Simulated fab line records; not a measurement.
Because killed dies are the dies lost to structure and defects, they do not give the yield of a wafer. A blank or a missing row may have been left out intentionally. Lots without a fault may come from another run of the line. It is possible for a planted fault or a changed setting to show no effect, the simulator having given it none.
Chamber matching / flow n5Finfet / N5_GATE_CUT_STRIP_59 on rieDiel-03 has 4 sister chambers
The step strips in N2/H2, time 20 s. 7 wafers are shown with their chamber, then 7 later ones without.

WAFERS PAIRED WITH THEIR CHAMBERS
wafer=L087.2; chamber=2; showerheadPlenumPTorr (Torr)=3.30; oesProductAu (a.u.)=0.95
wafer=L088.2; chamber=1; showerheadPlenumPTorr (Torr)=3.51; oesProductAu (a.u.)=0.75
wafer=L088.4; chamber=0; showerheadPlenumPTorr (Torr)=3.30; oesProductAu (a.u.)=0.90
wafer=L092.3; chamber=0; showerheadPlenumPTorr (Torr)=3.30; oesProductAu (a.u.)=0.89
wafer=L092.6; chamber=3; showerheadPlenumPTorr (Torr)=3.50; oesProductAu (a.u.)=0.76
wafer=L093.1; chamber=1; showerheadPlenumPTorr (Torr)=3.50; oesProductAu (a.u.)=0.74
wafer=L093.3; chamber=3; showerheadPlenumPTorr (Torr)=3.49; oesProductAu (a.u.)=0.75

WAFERS WHOSE CHAMBER IS MISSING
wafer=L093.4; showerheadPlenumPTorr (Torr)=3.30; oesProductAu (a.u.)=0.92
wafer=L094.1; showerheadPlenumPTorr (Torr)=3.50; oesProductAu (a.u.)=0.73
wafer=L094.5; showerheadPlenumPTorr (Torr)=3.30; oesProductAu (a.u.)=0.91
wafer=L094.6; showerheadPlenumPTorr (Torr)=3.50; oesProductAu (a.u.)=0.73
wafer=L095.2; showerheadPlenumPTorr (Torr)=3.50; oesProductAu (a.u.)=0.74
wafer=L095.5; showerheadPlenumPTorr (Torr)=3.50; oesProductAu (a.u.)=0.74
wafer=L095.6; showerheadPlenumPTorr (Torr)=3.29; oesProductAu (a.u.)=0.88

WHICH CHAMBER EACH WENT THROUGH
wafer=L093.4; from the rows above=can't be placed: 0 or 2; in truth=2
wafer=L094.1; from the rows above=can't be placed: 1 or 3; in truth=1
wafer=L094.5; from the rows above=0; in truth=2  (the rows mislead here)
wafer=L094.6; from the rows above=can't be placed: 1 or 3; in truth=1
wafer=L095.2; from the rows above=can't be placed: 1 or 3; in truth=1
wafer=L095.5; from the rows above=can't be placed: 1 or 3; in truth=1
wafer=L095.6; from the rows above=0; in truth=0
Placed correctly: 1 of 7. Unplaceable from these rows: 5, with the true chamber sitting among the candidates in 5. Number placed wrongly: 1.
How it was worked out, from the rows above alone: a wafer's distance from a chamber is the root of the sum, over the readings, of the square of ((its reading less the chamber's mean) divided by the reading's scatter). If the next closest chamber is less than 2 further off than the closest, the wafer can't be placed; otherwise it belongs to the closest. For every chamber, the mean is computed from those of its wafers that are shown. The scatter: take each reading less its chamber's mean, square it, sum over the shown wafers, divide by the number of wafers less the number of chambers, and take the root.
